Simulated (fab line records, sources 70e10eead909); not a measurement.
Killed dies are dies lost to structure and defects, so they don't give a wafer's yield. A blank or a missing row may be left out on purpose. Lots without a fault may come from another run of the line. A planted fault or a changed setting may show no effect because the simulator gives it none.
A struck lot beside a sound one | flow nand_harc | 11 steps out of a route of 1302
Sound: wafers L716.2, L716.3, L716.4. Struck: wafers L728.2, L728.3, L728.5. The cause comes at the end.
At each step with rows: each side's tool, then ch and its chambers, then its first start. Under that, the readings that differ: sound wafers | struck wafers | difference of the means | sigmas: that difference in standard deviations of wafers without a fault.
alike: readings whose means differ by less than 2 such deviations, and words and numbers that are the same on both sides. not compared: withheld readings, readings that some wafer has no value for, bounds like >300 that may hide the same value, and numbers for which the record gives no deviation and whose values overlap.
The two part at a step that has a row with sigmas, a row that says differs or no value, or rows on one side only. Numbers that don't overlap but have no deviation are shown without sigmas and don't part them. A reading that every wafer of one side lacks parts them only if that side has two wafers or more.

first, 1 step without rows for these wafers: NHARC_A_STAIRCASE_ANNEAL_323 (time 1800 s).
NHARC_A_STAIRCASE_DEP_325: deposits SiO2, target thk 7200 nm.
  sound on pecvd-02 ch 0,2, day 20 01:27; struck on pecvd-04 ch 0,1, day 24 17:12
  alike: heater_power_w
then, 8 steps without rows for these wafers: NHARC_A_STAIRCASE_ANNEAL_326 (time 1800 s); NHARC_A_STAIRCASE_DEHYDRATE_433 (time 120 s); NHARC_A_STAIRCASE_HMDS_434 (time 30 s); NHARC_A_STAIRCASE_COAT_435; NHARC_A_STAIRCASE_SOFTBAKE_436 (time 170 s); NHARC_A_STAIRCASE_EBR_437; NHARC_A_STAIRCASE_EXPOSE_438 (exposes mask STAIR REV); NHARC_A_STAIRCASE_PEB_439 (peb time 130 s).
NHARC_A_STAIRCASE_DEVELOP_440: time 140 s.
  sound on litho_track-05 ch 0, day 20 09:00; struck on litho_track-03, day 25 01:00
  no value came back on the struck wafers for chill_plate_temp_C (C), exhaust_pa (Pa); on the sound wafers chill_plate_temp_C (C) reads 23.13 22.98 22.96

WHERE THEY PART
Only at NHARC_A_STAIRCASE_DEVELOP_440, within this record.

WHY: what the simulator had put in
Skipped step whole: litho_track-03, from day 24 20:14 on, at NHARC_A_STAIRCASE_DEVELOP_440. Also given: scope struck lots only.
